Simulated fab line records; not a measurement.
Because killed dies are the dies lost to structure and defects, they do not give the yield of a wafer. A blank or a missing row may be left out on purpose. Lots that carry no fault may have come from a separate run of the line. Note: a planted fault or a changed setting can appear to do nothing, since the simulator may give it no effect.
Comparing a struck lot with a sound one | flow nand-harc | 18 out of 1302 route steps
Sound: these wafers, L253.1, L253.2, L253.4. Struck: wafers L261.2, L261.3, L261.6. The cause is named last.
Each step with rows lists, per side, the tool, then ch with its chambers, then its first start. Under that, the readings that differ: sound wafers | struck wafers | difference of the means | sigmas: that difference in standard deviations of wafers without a fault.
alike: readings whose means differ by less than 2 such deviations, and words and numbers that are the same on both sides. not compared: withheld readings, readings that some wafer has no value for, bounds like >300 that may hide the same value, and numbers for which the record gives no deviation and whose values overlap.
Wherever a step has rows on one side only, a row that says differs or no value, or a row with sigmas, the two part there. When numbers do not overlap yet have no deviation, they are printed without sigmas and do not part them. A reading that every wafer of one side lacks parts them only if that side has two wafers or more.

NHARC_P_ZERO_WELL_CD_MEAS_24: target cd 720 nm.
  sound on cd-sem-02 ch 0, day 3 14:44; struck on cd-sem-01 ch 0, day 6 22:30
  alike: cd-nm
then, 1 step without rows for these wafers: NHARC_P_ZERO_WELL_HARDBAKE_25 (time 80 s).
NHARC_P_ZERO_WELL_DESCUM_26: chemistry O2, time 3 s.
  sound on rie-diel-04 ch 1,2,3, day 3 14:55; struck on rie-diel-03 ch 0,1, day 6 22:40
  alike: drypump-motor-current-A, oes-product-au, rf-vpp-V, showerhead-plenum-p-Torr, throttle-valve-pct
  not compared: rf-hours-counter-h
then, 9 steps without rows for these wafers: NHARC_P_ZERO_WELL_IMPLANT_27; NHARC_P_ZERO_WELL_IMPLANT_57; NHARC_P_ZERO_WELL_IMPLANT_58; NHARC_P_ZERO_WELL_STRIP_28 (strips in SPM, time 840 s); NHARC_P_ZERO_WELL_DEHYDRATE_29 (time 120 s); NHARC_P_ZERO_WELL_HMDS_30 (time 30 s); NHARC_P_ZERO_WELL_COAT_31; NHARC_P_ZERO_WELL_SOFTBAKE_32 (time 95 s); NHARC_P_ZERO_WELL_EBR_33.
NHARC_P_ZERO_WELL_EXPOSE_34: exposes mask P PWELL, target cd 720 nm.
  sound on krf-scanner-03 ch 0, day 3 16:13; struck on krf-scanner-03 ch 0, day 6 23:59
  reading | sound                         | struck                     | difference | sigmas
  mask    | P_PWELL#0 P_PWELL#0 P_PWELL#0 | P_HVPW#0 P_HVPW#0 P_HVPW#0 | differs    |
  alike: stage-vel-mm-s
then, 2 steps without rows for these wafers: NHARC_P_ZERO_WELL_PEB_35 (peb time 85 s); NHARC_P_ZERO_WELL_DEVELOP_36 (time 70 s).
NHARC_P_ZERO_WELL_CD_MEAS_37: target cd 720 nm.
  sound on cd-sem-01 ch 0, day 3 16:23; struck on cd-sem-03 ch 0, day 7 00:08
  reading    | sound             | struck | difference                    | sigmas
  cd-nm (nm) | 719.0 718.3 720.6 | - - -  | no value on the struck wafers |
then, 1 step without rows for these wafers: NHARC_P_ZERO_WELL_HARDBAKE_38 (time 80 s).
-- jump in the record: it breaks off in module P_ZERO_WELL and resumes in module END (first step shown: number 1302 of the route), and 25 days separate the struck wafers' starts before and after --
NHARC_END_SORT_01:
  the record has rows for the struck wafers here (prober-02 ch 0, day 31 17:40) and none for the sound ones

== WHERE THEY PART ==
Last at NHARC_END_SORT_01 as far as this record goes, first at NHARC_P_ZERO_WELL_EXPOSE_34.

WHY: the cause the simulator had injected
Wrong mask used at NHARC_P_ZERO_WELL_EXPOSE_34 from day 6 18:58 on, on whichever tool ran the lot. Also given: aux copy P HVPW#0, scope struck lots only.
